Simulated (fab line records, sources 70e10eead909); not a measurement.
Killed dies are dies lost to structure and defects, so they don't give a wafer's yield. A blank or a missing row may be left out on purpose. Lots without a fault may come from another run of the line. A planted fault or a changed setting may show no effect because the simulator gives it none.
fab line records | flow nand_harc
record lots=6 wafers=18 last_day=23
route steps=1159 shown A_M1@1038 A_BONDPAD@1059 END@1159
lots that met no fault: from a run of the same line without faults
start_h: hours from the record's first day to the start of the lot's first wafer shown | wait_h: hours since the lot's step before | " the same as in the row above | L1.1+2: a row that stands for several wafers | - no value, or no start given | * or withheld: withheld | < > ~ a bound
route shown NAME@n: a module of which the file shows steps, and the number in the route of the first | usual: mean/standard deviation of fault-free wafers | same: alike in all rows | chamber/n: place in a boat | sites: the reading at each site | _std_site: their standard deviation | _edge_site: outer sites' mean less inner sites' | radius_mm: how far each site lies from the wafer's centre | mask NAME#n: copy n | behind: the tool/chamber that last shaped the wafer | hold: why the lot was held/for how many hours/how that ended | device: the transistor (n, p or np) that didn't switch | end of line: the same wafers' tests at the end of the route | a step without rows: its recipe alone | killed: dies lost to structure and defects at the first sort, not the wafer's yield | map: a wafer's dies, x killed, . not, _ none there
set.NAME: the setting as run; set.NAME@STEP: as run at that earlier step | model.NAME: the simulator's own value behind a step, which no gauge read
lots at some steps of the route; a table a step, a row a wafer
services: from which hour (start_h, from the record's first day; less than 0 if before it) a tool's chamber was out of use, for how many hours, and why
## steps
# step NHARC_A_M1_INSPECT_11
# usual raw_defect_count=30/11
# columns lot.wafer tool chamber start_h wait_h raw_defect_count
L848.1 defect_inspect-01 - 404.72 0.0 26
L848.3 " - " " 36
L848.4 " - " " 25
L853.3 defect_inspect-01 - 442.62 0.1 29
L853.5 " - " " 17
L853.6 " - " " 36
L854.3 defect_inspect-01 - 442.93 0.0 24
L854.4 " - " " 29
L854.6 " - " " 35
L863.3 defect_inspect-01 - 492.55 0.0 22
L863.4 " - " " 20
L863.6 " - " " 21
L864.2 defect_inspect-01 - 501.96 0.0 28
L864.4 " - " " 36
L864.5 " - " " 38
L865.2 defect_inspect-01 - 518.16 0.0 36
L865.3 " - " " 40
L865.4 " - " " 43
# step NHARC_A_M1_DESCUM_14
# recipe time_s=3 o2_flow_sccm=200 ar_flow_sccm=0 bias_power_w=0 chemistry=O2
# step NHARC_A_M1_ETCH_35
# recipe target_depth_a=400 overetch_a=120 time_s=43.94 ion_energy_ev=200 n2_flow_sccm=150 h2_flow_sccm=150 ar_flow_sccm=0 rf_w=400 bias_w=150 chemistry=N2/H2
# step NHARC_A_M1_ETCH_15
# recipe target_depth_a=1825 time_s=91.2 c4f8_flow_sccm=withheld ar_flow_sccm=400 rf_w=600 bias_w=300 chemistry=C4F8/Ar
# step NHARC_A_M1_CD_MEAS_16
# usual cd_nm=119.7/0.62
# columns lot.wafer tool chamber start_h wait_h cd_nm
L848.1 cd_sem-03 - 405.09 - 120.1
L848.3 " - " " 119.4
L848.4 " - " " 119.4
L853.3 cd_sem-03 - 442.99 - 119.4
L853.5 " - " " 118.5
L853.6 " - " " 119.1
L854.3 cd_sem-01 - 443.34 - 119.7
L854.4 " - " " 119.4
L854.6 " - " " 119.4
L863.3 cd_sem-01 - 492.92 - 119.0
L863.4 " - " " 118.6
L863.6 " - " " 119.4
L864.2 cd_sem-02 - 502.33 - 120.2
L864.4 " - " " 119.9
L864.5 " - " " 120.3
L865.2 cd_sem-03 - 518.52 - 119.3
L865.3 " - " " 120.0
L865.4 " - " " 120.3
# step NHARC_A_M1_STRIP_18
# recipe power_w=1000 n2_flow_sccm=150 h2_flow_sccm=150 ar_flow_sccm=0 bias_w=0 chemistry=N2/H2
# usual drypump_motor_current_A=6.0/0.35 oes_product_au=1.006/0.0089 power_w=999.8/3 rf_vpp_V=90.6/0.84 showerhead_plenum_p_Torr=2.02/0.069 throttle_valve_pct=14.171/0.0094
# columns lot.wafer tool chamber start_h wait_h drypump_motor_current_A oes_product_au power_w rf_hours_counter_h rf_vpp_V showerhead_plenum_p_Torr throttle_valve_pct
L848.3 rie_diel-06 3 405.19 0.1 5.9 1.009 1001.0 13 89.3 2.11 14.165
L848.1 " 0 " " 5.0 0.999 999.3 13 89.9 1.97 14.175
L848.4 " 1 " " 5.2 1.012 1000.6 15 90.6 1.89 14.175
L853.3 rie_diel-01 1 443.10 0.1 5.8 1.003 998.8 3 91.8 1.99 14.153
L853.6 " 0 " " 5.9 1.003 1002.5 - 90.8 2.02 14.150
L853.5 " 1 " " 5.8 1.008 998.1 - 90.6 1.99 14.159
L854.4 rie_diel-11 2 443.41 0.1 6.2 1.016 997.6 4 92.0 2.12 14.171
L854.3 " 1 " " 6.1 1.004 1003.1 4 91.1 2.11 14.175
L854.6 " 2 " " 6.2 1.008 1005.3 - 90.3 2.12 14.180
L863.3 rie_diel-11 0 492.99 0.1 6.3 0.985 997.3 8 91.1 2.03 14.159
L863.4 " 3 " " 5.6 0.996 1002.0 7 90.3 2.03 14.180
L863.6 " 0 " " 6.3 0.998 1002.6 - 91.6 2.03 14.160
L864.2 rie_diel-01 0 502.43 0.1 5.9 1.016 995.7 0 90.4 2.02 14.174
L864.4 " 1 " " 5.8 1.004 1002.3 0 92.0 1.99 14.163
L864.5 " 0 " " 5.9 1.013 1005.4 - 90.2 2.02 14.169
L865.4 rie_diel-01 2 518.60 0.1 5.8 1.006 1002.4 0 89.8 1.90 14.159
L865.2 " 3 " " 6.5 1.012 1000.9 1 90.6 1.99 14.161
L865.3 " 1 " " 5.8 1.014 1000.9 1 90.7 1.99 14.174
# step NHARC_A_M1_ETCH_28
# recipe target_depth_a=300 over_etch_frac=0.3 time_s=72.99 ion_energy_ev=150 cf4_flow_sccm=50 n2_flow_sccm=100 ar_flow_sccm=150 rf_w=300 bias_w=100 chemistry=CF4/N2
# step NHARC_A_M1_STRIP_19
# recipe time_s=600 temp_c=30 chemistry=post_etch_residue_remover
# step NHARC_A_M1_DEGAS_29
# recipe temp_c=250 time_s=60
# step NHARC_A_M1_PRE_CLEAN_30
# recipe time_s=30 temp_c=280 gas=H2/He
# step NHARC_A_M1_PVD_20
# recipe target_thk_a=50 bias_v=168.6 power_w=15000 chamber_pressure_pa=0.12 time_s=8.06 substrate_temp_c=50 material=TaN
# step NHARC_A_M1_PVD_21
# recipe target_thk_a=300 chamber_pressure_pa=5 power_w=5000 substrate_temp_c=30 time_s=20.49 material=Cu
# usual throttle_valve_pct=30.2/0.76
# columns lot.wafer tool chamber start_h wait_h throttle_valve_pct
L848.4 pvd_sputter-02 - - - 31.4
L848.3 " - " " 31.8
L848.1 " - " " 30.1
L853.3 pvd_sputter-03 - - - 29.5
L853.5 " - " " 30.2
L853.6 " - " " 29.7
L854.4 pvd_sputter-02 - - - 30.0
L854.3 " - " " 31.2
L854.6 " - " " 30.2
L863.3 pvd_sputter-02 - - - 31.5
L863.4 " - " " 30.2
L863.6 " - " " 31.5
L864.2 pvd_sputter-01 - - - 30.5
L864.4 " - " " 29.7
L864.5 " - " " 29.8
L865.3 pvd_sputter-02 - - - 30.1
L865.4 " - " " 31.3
L865.2 " - " " 31.7
# step NHARC_A_M1_ECD_22
# recipe target_thk_a=4000 bath_temp_c=25 material=Cu
# columns lot.wafer tool chamber start_h wait_h
L848.1+3+4 ecd_cu-02 0,0,1 406.16 -
L853.3+5+6 ecd_cu-01 1,1,0 444.26 -
L854.4+3+6 ecd_cu-02 0,1,0 444.57 -
L863.4+3+6 ecd_cu-01 1,0,1 494.14 -
L864.2+4+5 ecd_cu-01 1,0,1 503.46 -
L865.2+4+3 ecd_cu-02 0,1,0 519.89 -
# step NHARC_A_M1_ANNEAL_31
# recipe temp_c=225 time_s=90
# usual anneal_temp_c_max=226.7/0.46 wafer_temp_C_max=225.78/0.26
# columns lot.wafer tool chamber start_h wait_h anneal_temp_c_max wafer_temp_C_max
L848.1 rtp_anneal-02 0 406.54 0.3 226.3 225.62
L848.3 " 0 " " 226.2 225.83
L848.4 " 0 " " 226.6 225.70
L853.3 rtp_anneal-02 0 444.64 - 226.3 225.67
L853.5 " 0 " " 226.4 225.44
L853.6 " 0 " " 226.4 225.80
L854.3 rtp_anneal-02 0 444.95 - 226.6 225.63
L854.4 " 0 " " 226.0 226.01
L854.6 " 0 " " 226.6 226.07
L863.3 rtp_anneal-02 0 494.53 0.3 226.6 225.98
L863.4 " 0 " " 226.5 225.99
L863.6 " 0 " " 226.2 225.90
L864.2 rtp_anneal-01 0 503.83 - 226.5 225.64
L864.4 " 0 " " 227.7 225.47
L864.5 " 0 " " 226.1 225.53
L865.2 rtp_anneal-02 0 520.44 0.5 226.6 226.21
L865.3 " 0 " " 226.6 225.85
L865.4 " 0 " " 226.5 225.96
# step NHARC_A_M1_CMP_23
# recipe t_overpolish_s=20 target_thk_nm=154.34
# step NHARC_A_M1_THK_MEAS_24
# recipe thk_meas_gauge=xrf
# usual thk_nm=154.6/1.5
# columns lot.wafer tool chamber start_h wait_h thk_nm
L848.1 film_metro-01 - 407.20 - 156.5
L848.3 " - " " 154.2
L848.4 " - " " 152.6
L853.3 film_metro-02 - 445.20 - 155.6
L853.5 " - " " 153.3
L853.6 " - " " 152.7
L854.3 film_metro-02 - 445.51 - 156.6
L854.4 " - " " 157.8
L854.6 " - " " 156.4
L863.3 film_metro-02 - 495.08 - 154.4
L863.4 " - " " 154.8
L863.6 " - " " 155.0
L864.2 film_metro-02 - 504.45 - 152.3
L864.4 " - " " 157.0
L864.5 " - " " 156.4
L865.2 film_metro-01 - 521.04 - 154.2
L865.3 " - " " 154.7
L865.4 " - " " 154.7
# step NHARC_A_M1_SRD_25
# step NHARC_A_M1_PRE_CLEAN_32
# recipe time_s=12 temp_c=370 rf_power_w=300 gas=NH3
# step NHARC_A_M1_DEP_33
# recipe target_thk_a=300 temp_c=370 target_thk_nm=30 pressure_torr=3 flow_sccm=200 rf_w=450 material=SiCN
# usual heater_power_w=593/76
# columns lot.wafer tool chamber start_h wait_h heater_power_w
L848.1 pecvd-04 2 407.51 0.1 500
L848.3 " 1 " " 496
L848.4 " 1 " " 491
L853.3 pecvd-04 2 445.50 0.1 518
L853.5 " 2 " " 521
L853.6 " 1 " " 518
L854.3 pecvd-02 1 445.90 0.1 595
L854.6 " 2 " " 621
L854.4 " 0 " " 664
L863.3 pecvd-02 2 495.53 0.1 571
L863.4 " 2 " " 564
L863.6 " 0 " " 648
L864.2 pecvd-04 1 504.84 0.1 562
L864.5 " 2 " " 434
L864.4 " 1 " " 553
L865.2 pecvd-01 2 521.43 0.1 480
L865.3 " 0 " " 563
L865.4 " 1 " " 575
# step NHARC_A_BONDPAD_DEP_00
# recipe target_thk_a=2500 temp_c=370 target_thk_nm=250 pressure_torr=3 flow_sccm=200 rf_w=450 material=SiCN
# step NHARC_A_BONDPAD_CMP_29
# recipe target_thk_nm=200 material=SiCN
# step NHARC_A_BONDPAD_THK_MEAS_30
# recipe thk_meas_gauge=ellipsometry
# usual thk_nm=200.3/1.6
# columns lot.wafer tool chamber start_h wait_h thk_nm
L848.1 film_metro-02 - 408.72 0.2 201.8
L848.3 " - " " 199.1
L848.4 " - " " 201.7
L853.3 film_metro-01 - 446.71 0.2 198.3
L853.5 " - " " 200.4
L853.6 " - " " 199.3
L854.3 film_metro-02 - 447.04 0.2 201.2
L854.4 " - " " 200.4
L854.6 " - " " 198.9
L863.3 film_metro-02 - 496.75 0.2 202.1
L863.4 " - " " 200.2
L863.6 " - " " 200.8
L864.2 film_metro-01 - 506.01 0.2 201.9
L864.4 " - " " 199.8
L864.5 " - " " 199.8
L865.2 film_metro-02 - 522.70 0.2 202.0
L865.3 " - " " 204.5
L865.4 " - " " 201.4
# step NHARC_A_BONDPAD_SRD_31
# step NHARC_A_BONDPAD_DEHYDRATE_01
# recipe temp_c=150 time_s=120
# step NHARC_A_BONDPAD_HMDS_02
# recipe time_s=30
# step NHARC_A_BONDPAD_COAT_33
# recipe temp_c=200 time_s=65
# step NHARC_A_BONDPAD_COAT_03
# recipe spin_rpm=2000 resist_thk_nm=600
# step NHARC_A_BONDPAD_SOFTBAKE_04
# recipe temp_c=125 time_s=70
# step NHARC_A_BONDPAD_EBR_05
# step NHARC_A_BONDPAD_EXPOSE_06
# recipe na=0.55 dose_mj=36.99 mask_id=A_BPAD
# step NHARC_A_BONDPAD_PEB_07
# recipe peb_temp_c=128 peb_time_s=80
# step NHARC_A_BONDPAD_DEVELOP_08
# recipe time_s=50 dev_temp_c=22
# step NHARC_A_BONDPAD_CD_MEAS_09
# recipe target_cd_nm=500 landing_energy_ev=500
# usual cd_nm=500.9/1.7
# columns lot.wafer tool chamber start_h wait_h cd_nm
L848.1 cd_sem-01 0 409.28 - 503.4
L848.3 " 0 " " 502.2
L848.4 " 0 " " 502.3
L853.3 cd_sem-02 0 447.16 - 501.2
L853.5 " 0 " " 500.7
L853.6 " 0 " " 502.3
L854.3 cd_sem-03 0 447.48 - 500.5
L854.4 " 0 " " 501.1
L854.6 " 0 " " 502.0
L863.3 cd_sem-03 0 497.32 - 501.9
L863.4 " 0 " " 501.5
L863.6 " 0 " " 503.4
L864.2 cd_sem-02 0 506.58 - 503.6
L864.4 " 0 " " 503.6
L864.5 " 0 " " 500.4
L865.2 cd_sem-03 0 523.29 - 500.4
L865.3 " 0 " " 498.1
L865.4 " 0 " " 501.9
# step NHARC_A_BONDPAD_OVL_MEAS_35
# usual overlay_x_nm=1/5.7 overlay_y_nm=2/5.8
# columns lot.wafer tool chamber start_h wait_h overlay_x_nm overlay_y_nm
L848.1 overlay-01 - 409.37 - 2 -2
L848.3 " - " " 1 -2
L848.4 " - " " 2 -2
L853.3 overlay-02 - 447.24 - 11 9
L853.5 " - " " 10 9
L853.6 " - " " 10 8
L854.3 overlay-02 - 447.57 - -5 2
L854.4 " - " " -5 2
L854.6 " - " " -5 3
L863.3 overlay-02 - 497.40 - -10 5
L863.4 " - " " -11 5
L863.6 " - " " -11 5
L864.2 overlay-02 - 506.67 - -7 12
L864.4 " - " " -6 12
L864.5 " - " " -7 12
L865.2 overlay-02 - 523.38 - -12 4
L865.3 " - " " -12 4
L865.4 " - " " -12 4
# step NHARC_A_BONDPAD_HARDBAKE_10
# recipe temp_c=118 time_s=65
# step NHARC_A_BONDPAD_DESCUM_11
# recipe time_s=3 o2_flow_sccm=200 ar_flow_sccm=0 bias_power_w=0 chemistry=O2
# step NHARC_A_BONDPAD_ETCH_34
# recipe target_depth_a=600 overetch_a=180 time_s=65.91 ion_energy_ev=200 n2_flow_sccm=150 h2_flow_sccm=150 ar_flow_sccm=0 rf_w=400 bias_w=150 chemistry=N2/H2
# step NHARC_A_BONDPAD_ETCH_12
# recipe target_depth_a=2200 time_s=110 chf3_flow_sccm=50 o2_flow_sccm=10 ar_flow_sccm=200 rf_w=500 bias_w=200 chemistry=CHF3/O2
# step NHARC_A_BONDPAD_CD_MEAS_13
# usual cd_nm=500.1/1.8
# columns lot.wafer tool chamber start_h wait_h cd_nm
L848.1 cd_sem-01 - 409.81 - 502.1
L848.3 " - " " 500.1
L848.4 " - " " 501.4
L853.3 cd_sem-01 - 447.68 - 500.5
L853.5 " - " " 499.1
L853.6 " - " " 501.9
L854.3 cd_sem-01 - 448.09 - 499.0
L854.4 " - " " 499.8
L854.6 " - " " 499.6
L863.3 cd_sem-01 - 497.85 - 501.3
L863.4 " - " " 500.1
L863.6 " - " " 503.3
L864.2 cd_sem-03 - 507.11 - 502.2
L864.4 " - " " 502.4
L864.5 " - " " 498.6
L865.2 cd_sem-03 - 523.89 - 498.1
L865.3 " - " " 497.5
L865.4 " - " " 501.9
# step NHARC_A_BONDPAD_STRIP_15
# recipe o2_flow_sccm=500 ar_flow_sccm=0 bias_w=0 chemistry=O2
# usual drypump_motor_current_A=5.7/0.49 oes_product_au=0.997/0.012 rf_vpp_V=57.9/0.87 showerhead_plenum_p_Torr=3.53/0.15 throttle_valve_pct=17.036/0.0087
# columns lot.wafer tool chamber start_h wait_h drypump_motor_current_A oes_product_au rf_hours_counter_h rf_vpp_V showerhead_plenum_p_Torr throttle_valve_pct
L848.4 rie_diel-12 0 409.89 0.1 5.5 0.993 3 57.6 3.28 17.027
L848.3 " 1 " " 6.6 1.002 3 57.3 3.44 17.044
L848.1 " 2 " " 6.2 1.002 4 57.5 3.74 17.028
L853.3 rie_diel-03 2 447.77 0.1 5.5 0.984 1 58.4 3.78 17.041
L853.6 " 1 " " 5.3 1.024 - 57.8 3.52 17.049
L853.5 " 2 " " 5.5 0.996 - 56.7 3.78 17.035
L854.3 rie_diel-12 1 448.17 0.1 6.6 1.001 12 56.5 3.43 17.034
L854.4 " 3 " " 5.3 1.002 13 56.7 3.62 17.029
L854.6 " 1 " " 6.6 1.001 - 57.3 3.43 17.036
L863.4 rie_diel-12 1 497.91 0.1 6.7 0.996 21 57.8 3.43 17.027
L863.3 " 0 " " 5.5 1.016 21 57.7 3.27 17.032
L863.6 " 2 " " 6.3 0.993 - 59.2 3.73 17.041
L864.4 rie_diel-03 2 507.19 0.1 5.5 0.990 4 58.1 3.78 17.032
L864.2 " 3 " " 5.7 0.988 4 58.3 3.49 17.021
L864.5 " 3 " " 5.8 0.995 - 58.4 3.49 17.040
L865.3 rie_diel-03 2 523.96 0.1 5.4 0.996 4 57.7 3.78 17.018
L865.2 " 0 " " 4.9 1.001 4 57.4 3.46 17.031
L865.4 " 1 " " 5.3 1.013 4 58.1 3.52 17.019
# step NHARC_END_SORT_01
# recipe temp_c=25
# usual defect_limited_yield=95.4/1.3 killed_at_array=27/8 killed_at_other=0.8/1.2 killed_at_periphery=3.3/2.3 killed_dies=31/8.8 killed_open=3.2/2.1 killed_short=2.1/1.4 sort_bin_2_pct=1.4/0.55 sort_bin_3_pct=0.25/0.2 sort_bin_4_pct=2.9/0.92 sort_n_pass=646/8.8 sort_rim_yield_pct=95.5/2.7 sort_yield_pct=95.4/1.3
# same gross_dies=677 sort_bin_5_pct[%]=0 sort_bin_6_pct[%]=0 sort_bin_7_pct[%]=0 sort_bin_8_pct[%]=0 sort_rim_n_gross=106.00
# columns lot.wafer tool chamber start_h wait_h defect_limited_yield[%] killed_at_array killed_at_other killed_at_periphery killed_dies killed_open killed_short sort_bin_2_pct[%] sort_bin_3_pct[%] sort_bin_4_pct[%] sort_n_pass sort_rim_yield_pct[%] sort_yield_pct[%]
L848.1 prober-02 0 441.03 2.5 94.7 27 3 6 36 9 4 2.8 0 2.5 641 95.3 94.7
L848.3 prober-02 0 442.63 3.1 93.9 36 4 1 41 4 2 1.5 0.15 4.4 636 99.1 93.9
L848.4 prober-02 0 443.43 3.4 96.0 22 3 2 27 6 2 0.9 0 3.1 650 93.4 96.0
L853.3 prober-02 0 485.04 3.1 96.2 22 0 4 26 2 0 1.2 0 2.7 651 94.3 96.2
L853.5 prober-02 0 486.64 3.7 96.8 19 0 3 22 4 1 0.6 0.15 2.5 655 99.1 96.8
L853.6 prober-02 0 487.44 4.0 95.6 28 0 2 30 2 0 1.6 0.30 2.5 647 94.3 95.6
L863.3 prober-02 0 539.25 3.1 97.2 18 1 0 19 2 1 0.4 0.44 1.9 658 95.3 97.2
L863.4 prober-02 0 540.06 3.4 58.5 275 4 2 281 2 1 14.3 1.62 25.6 396 64.2 58.5
L863.6 prober-02 0 541.67 4.0 56.9 289 2 1 292 0 5 14.9 3.84 24.4 385 62.3 56.9
L864.2 prober-01 0 540.62 2.8 54.2 300 2 8 310 1 3 17.1 2.36 26.3 367 50.0 54.2
L864.4 prober-01 0 542.23 3.4 94.4 30 4 4 38 3 1 1.2 0.44 4.0 639 93.4 94.4
L864.5 prober-01 0 543.04 3.7 53.2 312 0 5 317 1 4 16.5 3.25 27.0 360 48.1 53.2
L865.2 prober-01 0 558.63 2.8 94.5 35 0 2 37 1 2 1.5 0 4.0 640 94.3 94.5
L865.3 prober-01 0 559.44 3.1 94.4 34 2 2 38 1 1 1.5 0.15 4.0 639 96.2 94.4
L865.4 prober-01 0 560.25 3.4 94.1 36 1 3 40 5 3 2.1 0.44 3.4 637 93.4 94.1
# killed by level:class
L848.1 A_CHANNEL_HOLE_D1:chamber_film_flake=8 A_ONON_D1:geometric_particle:short=3 A_CONTACT:chamber_film_flake=3 THIN_TSV:chamber_film_flake=3 P_GATE:geometric_particle:open=2 P_M0:geometric_particle:open=2 A_ONON_D1:geometric_particle:open=2 A_SGD_CUT:geometric_particle:open=2
L848.3 A_CHANNEL_HOLE_D1:chamber_film_flake=16 A_STAIRCASE:chamber_film_flake=4 THIN_TSV:chamber_film_flake=4 A_SLIT:unspecified=3 A_CONTACT:chamber_film_flake=3 A_CONTACT:geometric_particle:open=2 A_SGD_CUT:chamber_film_flake=2 P_M1:geometric_particle:short=1
L848.4 A_CHANNEL_HOLE_D1:chamber_film_flake=7 A_STAIRCASE:chamber_film_flake=5 A_WL_FILL:geometric_particle:open=3 THIN_TSV:chamber_film_flake=3 A_SLIT:chamber_film_flake=2 P_CONTACT:geometric_particle:open=1 P_M2:geometric_particle:open=1 A_ONON_D1:geometric_particle:open=1
L853.3 A_SLIT:chamber_film_flake=9 A_CONTACT:chamber_film_flake=4 A_STAIRCASE:chamber_film_flake=3 P_M1:chamber_film_flake=2 A_CHANNEL_HOLE_D1:chamber_film_flake=2 A_WL_FILL:chamber_film_flake=2 P_GATE:geometric_particle:open=1 A_CONTACT:geometric_particle:open=1
L853.5 A_SLIT:chamber_film_flake=10 P_CONTACT:chamber_film_flake=2 A_CHANNEL_HOLE_D1:chamber_film_flake=2 P_CONTACT:geometric_particle:open=1 A_CHANNEL_FILL_D1:geometric_particle:short=1 A_SGD_CUT:geometric_particle:open=1 A_CONTACT:geometric_particle:open=1 A_BLC:geometric_particle:open=1
L853.6 A_SLIT:chamber_film_flake=12 A_CONTACT:chamber_film_flake=5 A_CHANNEL_HOLE_D1:chamber_film_flake=4 A_SGD_CUT:chamber_film_flake=4 P_M1:chamber_film_flake=2 A_SOURCE_PLATE:geometric_particle:open=1 A_CONTACT:geometric_particle:open=1 A_STAIRCASE:chamber_film_flake=1
L863.3 A_CHANNEL_HOLE_D1:chamber_film_flake=8 A_STAIRCASE:chamber_film_flake=4 A_CONTACT:chamber_film_flake=3 A_SGD_CUT:geometric_particle:short=1 A_SGD_CUT:geometric_particle:open=1 A_CONTACT:geometric_particle:open=1 THIN_TSV:chamber_film_flake=1
L863.4 A_M1:unspecified=262 A_CHANNEL_HOLE_D1:chamber_film_flake=4 A_CONTACT:chamber_film_flake=4 THIN_TSV:chamber_film_flake=4 A_STAIRCASE:chamber_film_flake=2 P_CONTACT:geometric_particle:open=1 A_CHANNEL_HOLE_D1:geometric_particle:short=1 A_SGD_CUT:geometric_particle:open=1
L864.2 A_M1:unspecified=280 A_CHANNEL_HOLE_D1:chamber_film_flake=8 P_M2:chamber_film_flake=4 A_CONTACT:chamber_film_flake=4 A_M0:geometric_particle:short=2 P_GATE:chamber_film_flake=2 A_STAIRCASE:chamber_film_flake=2 A_SLIT:chamber_film_flake=2
L863.6 A_M1:unspecified=274 A_CONTACT:chamber_film_flake=9 A_CHANNEL_HOLE_D1:geometric_particle:short=2 A_CHANNEL_HOLE_D1:chamber_film_flake=2 THIN_TSV:chamber_film_flake=2 P_M0:geometric_particle:short=1 A_ONON_D1:geometric_particle:short=1 A_SGD_CUT:geometric_particle:short=1
L864.4 A_CHANNEL_HOLE_D1:chamber_film_flake=11 A_CONTACT:chamber_film_flake=8 A_SLIT:chamber_film_flake=4 THIN_TSV:chamber_film_flake=4 A_M1:chamber_film_flake=3 P_M2:chamber_film_flake=2 P_CONTACT:geometric_particle:open=1 A_CHANNEL_FILL_D1:geometric_particle:open=1
L864.5 A_M1:unspecified=289 A_CHANNEL_HOLE_D1:chamber_film_flake=12 A_CONTACT:chamber_film_flake=4 A_ONON_D1:geometric_particle:short=2 P_GATE:chamber_film_flake=2 P_M2:chamber_film_flake=2 A_CHANNEL_FILL_D1:geometric_particle:short=1 A_SGD_CUT:geometric_particle:open=1
L865.2 A_CHANNEL_HOLE_D1:chamber_film_flake=20 A_STAIRCASE:chamber_film_flake=4 A_M0:chamber_film_flake=4 A_WL_FILL:chamber_film_flake=2 P_STI:geometric_particle:short=1 A_SOURCE_PLATE:geometric_particle:short=1 A_M0:geometric_particle:open=1 P_STI:chamber_film_flake=1
L865.3 A_CHANNEL_HOLE_D1:chamber_film_flake=21 A_STAIRCASE:chamber_film_flake=5 A_WL_FILL:chamber_film_flake=3 A_M0:chamber_film_flake=3 THIN_TSV:chamber_film_flake=2 P_M2:geometric_particle:open=1 A_CONTACT:geometric_particle:short=1 P_GATE:chamber_film_flake=1
L865.4 A_CHANNEL_HOLE_D1:chamber_film_flake=14 A_STAIRCASE:chamber_film_flake=5 A_M0:chamber_film_flake=4 A_ZERO_WELL:chamber_film_flake=3 A_WL_FILL:chamber_film_flake=3 P_M0:geometric_particle:open=2 A_WL_FILL:geometric_particle:open=2 P_M0:geometric_particle:short=1
# map L863.6 (x killed, . not)
____________x____________
_________x..x.x._________
_______..xx......._______
______.x.xx.xxxx...______
_____x....xx....x..x_____
____x...x.xx.xx.x....____
____x.....xx...xx.x..____
___xxx.....xx.xx.x..x.___
___xxxx.x.xxxxxxx.xxxx___
__x......xxxx...x.xxxxx__
__..x....x.xxx....x....__
_x.x..xxx.x..xx..x...x.._
_...xx.xxxxxx..x.....xxx_
_x...x.x..x..x..x.x....._
_..xx...xx..x..xx.xx..x._
_...x....x.x..x.xxx...x._
.xxxx.x...xx.....x.x..xx.
x....x..x..x.x......x.x.x
x.x.x...xxxxxx.x..xxx..x.
x.x.xxxxxxxxx.....x....x.
..xx.xx..xx..xxx..xx.....
_.xx...x.xx.xxx..xx..x.._
_..x.x.x.x.....xxx..x..._
_xx.....x.x...xx...x...x_
_x..x.x..x..x.xxx..x.xx._
_x.x.x...x.xx..x.......x_
__..xx.x.x.xx......xx..__
__..x.x..x.x.x...x.x...__
___.x....x..x.....x.x.___
___..x..x.x.xxx.xx..x.___
____..xx........x.xxx____
____.x....xx...xx.x.x____
_____....xxxxx.xxxxx_____
______xx.x.xxxx.x..______
_______x..xx.x...x_______
_________.x.x.x._________
____________x____________
# map L864.5 (x killed, . not)
____________.____________
_________.x.xx.x_________
_______x.xx.x...xx_______
______x.xx........x______
_____xx.xx.xx..x.xx._____
____xx.xx.x..x..x.x..____
____.x...xx.xx..xxxx.____
___....x.x.xx....x.x.x___
___....xx..xx....xxx.x___
__..x...x.xx..xxxxxx...__
__.......x.xx.x..xxxxxx__
_.....xxx.x.x.xxxxx.x.x._
_.x.xx...xxx.xx.xxxx.xxx_
_x.xx.x.xx.x..x..xx..xx._
_xx.xxx..x.....xxxx.x.x._
_x....xx.xxx.x.....x..xx_
...xxxx....x.x.xx........
...x..xxxx.xxx.xxx....x.x
xx.x..x.xxx..x..x.x....xx
x...xx...x.xxxx....x.x..x
..x....x.....x.x.x.xx....
_.......xx.x....x.xx.x.x_
_xxx..x.xxxxxxxxxxx.x.xx_
_x....xxx.x.x.x..x.x...._
_x..xxxx.x..x.x.xxx....._
_x.x.x.xx.x.xx..x.x....x_
__xxxxxx.x..xx.x.x.xx..__
__.xxx.x..xxx..xx...x.x__
___xxxx..xx.x....x...x___
___..x....x.....xx.x..___
____x.xx....xxxx...x.____
____xx..x...xxxx.xxxx____
_____.xx...x........_____
______..x.x....x.xx______
_______..x..x...xx_______
_________.x..xx._________
____________x____________
## services
# columns tool chamber start_h hours kind
pvd_sputter-02 - 392.00 10.0 pm
rie_diel-03 - 392.30 9.0 pm
rie_diel-06 1 417.02 8.2 repair
pecvd-01 - 418.10 13.0 pm
rie_diel-06 - 418.65 9.0 pm
rie_diel-03 1 426.68 5.3 repair
pecvd-01 0 431.98 5.9 repair
pecvd-04 - 439.27 1.4 repair
pvd_sputter-03 - 440.19 3.5 repair
rie_diel-06 3 442.67 11.7 repair
rie_diel-01 1 445.81 4.6 repair
ecd_cu-01 - 448.27 8.0 pm
pvd_sputter-03 - 458.00 10.0 pm
rie_diel-01 1 466.63 18.2 repair
ecd_cu-02 - 476.90 1.3 repair
rie_diel-11 1 483.04 8.5 repair
rie_diel-01 2 484.28 4.4 repair
rie_diel-01 2 490.46 9.9 repair
rie_diel-01 - 491.85 9.0 pm
rie_diel-06 0 493.30 12.6 repair
rie_diel-01 0 503.04 8.4 repair
rie_diel-01 2 505.01 3.8 repair
rie_diel-11 3 510.74 8.1 repair
pecvd-02 - 515.13 13.0 pm
## key
first_sign step=NHARC_END_SORT_01 reading=killed_at_array direction=up sigmas=33 usual=27 struck=294
effect step=NHARC_END_SORT_01 reading=killed_dies direction=up sigmas=31 usual=31 struck=300
more_kills_born_at NHARC_A_M1_ECD_22@ecd_cu-01=1105
met_at NHARC_A_M1_ECD_22
struck_wafers L863.4,L863.6,L864.2,L864.5
onset_between 444.26 494.14
fault kind=chamber_particle_source tool=ecd_cu-01 chamber=1 onset_h=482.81 steps=NHARC_A_M1_ECD_22 rate_per_visit_cm2=0.57412 end_h=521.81
